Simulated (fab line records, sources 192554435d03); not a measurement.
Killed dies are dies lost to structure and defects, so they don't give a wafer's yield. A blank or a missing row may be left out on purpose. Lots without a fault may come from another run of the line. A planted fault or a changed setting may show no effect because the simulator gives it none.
A struck lot beside a sound one | flow n5_finfet | 43 steps out of a route of 1938
Sound: wafers L800.2, L800.3, L800.4. Struck: wafers L813.2, L813.4, L813.5. The cause comes at the end.
At each step with rows: each side's tool, then ch and its chambers, then its first start. Under that, the readings that differ: sound wafers | struck wafers | difference of the means | sigmas: that difference in standard deviations of wafers without a fault.
alike: readings whose means differ by less than 2 such deviations, and words and numbers that are the same on both sides. not compared: withheld readings, readings that some wafer has no value for, bounds like >300 that may hide the same value, and numbers for which the record gives no deviation and whose values overlap.
The two part at a step that has a row with sigmas, a row that says differs or no value, or rows on one side only. Numbers that don't overlap but have no deviation are shown without sigmas and don't part them. A reading that every wafer of one side lacks parts them only if that side has two wafers or more.

first, 10 steps without rows for these wafers: N5_DUMMY_GATE_STRIP_39 (strips in N2/H2); N5_DUMMY_GATE_TRIM_49 (chemistry O2, time 29 s, target cd 14 nm); N5_DUMMY_GATE_STRIP_40 (strips in CF4); N5_DUMMY_GATE_ETCH_31 (etches SiO2 in C4F6/O2, target depth 82.5 nm, time 27.5 s); N5_DUMMY_GATE_STRIP_41 (strips in O2); N5_DUMMY_GATE_HM_OPEN_21 (chemistry CH3F/O2, target SiNx, target depth 120 nm, time 171.4 s); N5_DUMMY_GATE_ETCH_32 (etches SiO2 in CF4, target depth 3.5 nm, time 3.9 s); N5_DUMMY_GATE_ETCH_23 (etches poly-Si in HBr/Cl2/O2, target depth 41 nm, time 22.3 s); N5_DUMMY_GATE_ETCH_44 (etches poly-Si in HBr/O2, stops on SiO2, target depth 127.5 nm); N5_DUMMY_GATE_ETCH_42 (etches SiO2 in CHF3/O2, target depth 3.5 nm, time 31 s).
N5_DUMMY_GATE_STRIP_48: strips in N2/H2, time 20 s.
  sound on rie_diel-02 ch 0,1,3, day 3 22:41; struck on rie_diel-02 ch 0,1,3, day 7 04:54
  alike: drypump_motor_current_A, oes_product_au, rf_vpp_V, showerhead_plenum_p_Torr, throttle_valve_pct
  not compared: rf_hours_counter_h
then, 5 steps without rows for these wafers: N5_DUMMY_GATE_PRECLEAN_33 (cleans in dHF, time 10 s); N5_DUMMY_GATE_PRECLEAN_25 (cleans in O3/DIW, time 45 s); N5_DUMMY_GATE_PRECLEAN_51 (cleans in SC2, time 45 s); N5_DUMMY_GATE_SRD_26 (time 30 s); N5_DUMMY_GATE_UV_OZONE_45 (time 120 s).
N5_DUMMY_GATE_INSPECT_27: inspects for defects (brightfield).
  sound on defect_inspect-01, day 3 22:53; struck on defect_inspect-01, day 7 05:05
  reading          | sound       | struck      | difference | sigmas
  raw_defect_count | 291 222 354 | 752 674 734 | +431       | +6
then, 3 steps without rows for these wafers: N5_SPACER0_ALD_07 (deposits SiNx, target thk 2 nm); N5_SPACER0_ALD_00 (deposits SiOCN, target thk 3.5 nm, pulse time 3 s, purge time 2 s); N5_SPACER0_ALD_08 (deposits SiNx, target thk 2 nm).
N5_SPACER0_INSPECT_04: inspects for defects (darkfield).
  sound on defect_inspect-01, day 3 23:29; struck on defect_inspect-02, day 7 05:41
  reading          | sound       | struck      | difference | sigmas
  raw_defect_count | 141 103 141 | 555 522 563 | +418       | +14
then, 8 steps without rows for these wafers: N5_SD_EPI_N_COAT_32 (time 60 s, resist thk 350 nm); N5_SD_EPI_N_COAT_33 (time 60 s, resist thk 35 nm); N5_SD_EPI_N_COAT_03 (resist thk 150 nm); N5_SD_EPI_N_EBR_05; N5_SD_EPI_N_SOFTBAKE_04 (time 60 s); N5_SD_EPI_N_EXPOSE_06 (exposes mask SD N BLK, target cd 120 nm); N5_SD_EPI_N_PEB_07 (peb time 60 s); N5_SD_EPI_N_DEVELOP_08 (develop time 30 s).
N5_SD_EPI_N_INSPECT_11: inspects for defects (macro).
  sound on defect_inspect-01, day 3 23:56; struck on defect_inspect-02, day 7 06:01
  reading          | sound | struck         | difference | sigmas
  raw_defect_count | 1 2 4 | >300 >300 >300 | differs    |
then, 8 steps without rows for these wafers: N5_SD_EPI_N_DESCUM_14 (chemistry O2, time 7.9 s); N5_SD_EPI_N_ETCH_34 (etches SiARC in CF4, target depth 45.5 nm, time 75.8 s); N5_SD_EPI_N_ETCH_35 (etches SOC in N2/H2, overetch 108 nm, time 486 s); N5_SD_EPI_N_STRIP_36 (strips in N2/H2); N5_SD_EPI_N_ETCHBACK_44 (etches SiNx in CH3F/O2, stops on SiO2, target depth 14.5 nm); N5_SD_EPI_N_ETCH_45 (etches SiOCN in CH3F/O2, target depth 6 nm); N5_SD_EPI_N_ETCH_16 (etches SiO2 in CHF3/O2, target depth 5 nm); N5_SD_EPI_N_STRIP_47 (strips in CHF3/O2).
N5_SD_EPI_N_INSPECT_26: inspects for defects (darkfield).
  sound on defect_inspect-01, day 4 03:55; struck on defect_inspect-01, day 7 10:03
  reading          | sound       | struck      | difference | sigmas
  raw_defect_count | 184 171 190 | 603 645 609 | +437       | +11
N5_SD_EPI_P_INSPECT_26: inspects for defects (darkfield).
  sound on defect_inspect-01, day 4 08:07; struck on defect_inspect-02, day 7 15:07
  reading          | sound       | struck      | difference | sigmas
  raw_defect_count | 149 145 197 | 591 589 605 | +431       | +13
N5_SD_ACTIVATION_INSPECT_02: inspects for defects (darkfield).
  sound on defect_inspect-01, day 4 10:21; struck on defect_inspect-01, day 7 15:52
  reading          | sound       | struck      | difference | sigmas
  raw_defect_count | 154 137 203 | 563 581 579 | +410       | +12
-- the record jumps here: 5 days lie between the struck wafers' starts before and after (it left off in module SD_ACTIVATION and takes up again in module BEOL_M4, whose first step shown is number 1111 of the route) --
N5_BEOL_M4_RC_MEAS_101:
  sound on prober-01 ch 0, day 9 06:17; struck on prober-01 ch 0, day 12 12:02
  reading       | sound          | struck         | difference | sigmas
  ION_N (uA/um) | 678 677 693    | 676 646 657    | -23        | -2
  ION_P (uA/um) | 470 470 480    | 474 445 454    | -16        | -2
  VT_N (mV)     | 243 246 246    | 249 257 253    | +8         | +2
  VT_P (mV)     | -244 -246 -245 | -250 -258 -255 | -9         | -3
  alike: DIBL_N, DIBL_P, IOFF_N, IOFF_P, SS_N, SS_P
-- the record jumps here: 5 days lie between the struck wafers' starts before and after (it left off in module BEOL_M4 and takes up again in module PASSIVATION, whose first step shown is number 1936 of the route) --
N5_PASSIVATION_PROBE_49:
  the record has rows for the struck wafers here (prober-02, day 17 04:12) and none for the sound ones

WHERE THEY PART
First at N5_DUMMY_GATE_INSPECT_27; last, within this record, at N5_PASSIVATION_PROBE_49.

WHY: what the simulator had put in
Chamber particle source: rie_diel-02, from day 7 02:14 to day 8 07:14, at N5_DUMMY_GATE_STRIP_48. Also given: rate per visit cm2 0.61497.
